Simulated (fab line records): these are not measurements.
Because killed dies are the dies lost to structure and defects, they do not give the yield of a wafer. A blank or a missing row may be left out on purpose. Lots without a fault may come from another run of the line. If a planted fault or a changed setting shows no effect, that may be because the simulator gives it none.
The same fault as seen by 2 desks    flow n5 finfet    each desk holds nothing but its own numbers, with what lay behind them at the end

TOOL OWNER'S DESK, litho track-04
The tool's own readings at N5_BEOL_M9_COAT_63 (time 60 s, resist thk 60 nm): means of the sampled wafers that have a number, for each lot that ran on this tool. Any lot whose mean is over 4 standard deviations away from the usual mean is out of limits and marked OUT; that distance is given in the brackets.
Columns: A = spin speed rpm at N5_BEOL_M9_COAT_63, usual 1500.0 rpm
lot   first seen here  A
L730  day 11 18:17     1498.9
L732  day 12 22:52     1584.1 (+84) OUT
L733  day 13 08:18     1584.4 (+84) OUT
L746  day 15 20:56     1500.9
L748  day 16 19:43     1499.2
This desk's verdict: out of limits on L732, L733, starting with L732 at day 12 22:52 (spin speed rpm at N5_BEOL_M9_COAT_63). L730, L746, L748 stayed within limits.

METROLOGY DESK
Means of the sampled wafers that have a number, per lot and without regard to the tool the lot ran on: this is what the gauges read. Any lot whose mean is over 4 standard deviations away from the usual mean is out of limits and marked OUT; that distance is given in the brackets.
Columns: A = cd nm at N5_BEOL_M9_CD_MEAS_11, usual 64.2 nm
lot   first seen here  A
L728  day 11 11:23     64.6
L730  day 11 16:35     64.2
L729  day 11 16:46     63.4
L732  day 12 20:46     64.7
L733  day 13 06:05     64.5
L743  day 14 17:05     65.0
L742  day 14 22:41     63.4
L744  day 15 04:53     63.9
L746  day 15 18:34     63.4
L747  day 16 11:47     63.3
L748  day 16 17:38     65.2
This desk's finding: nothing out of limits on any of the 11 lots.

PUT TOGETHER
At day 12 22:52, on L732, L733, the tool owner's desk was in a position to raise an alarm.
From the metrology desk's view, nothing was out of limits.
The metrology desk has L732, L733 on record, within its limits.
On litho track-04, each named lot ran N5_BEOL_M9_COAT_63.

WHAT THE SIMULATOR PUT IN
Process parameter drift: litho track-04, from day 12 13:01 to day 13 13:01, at N5_BEOL_M9_COAT_63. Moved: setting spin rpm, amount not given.
Lots struck among those shown: L732, L733.
Hours from the fault's start to each desk's first reading out of limits: the tool owner's desk, 10.
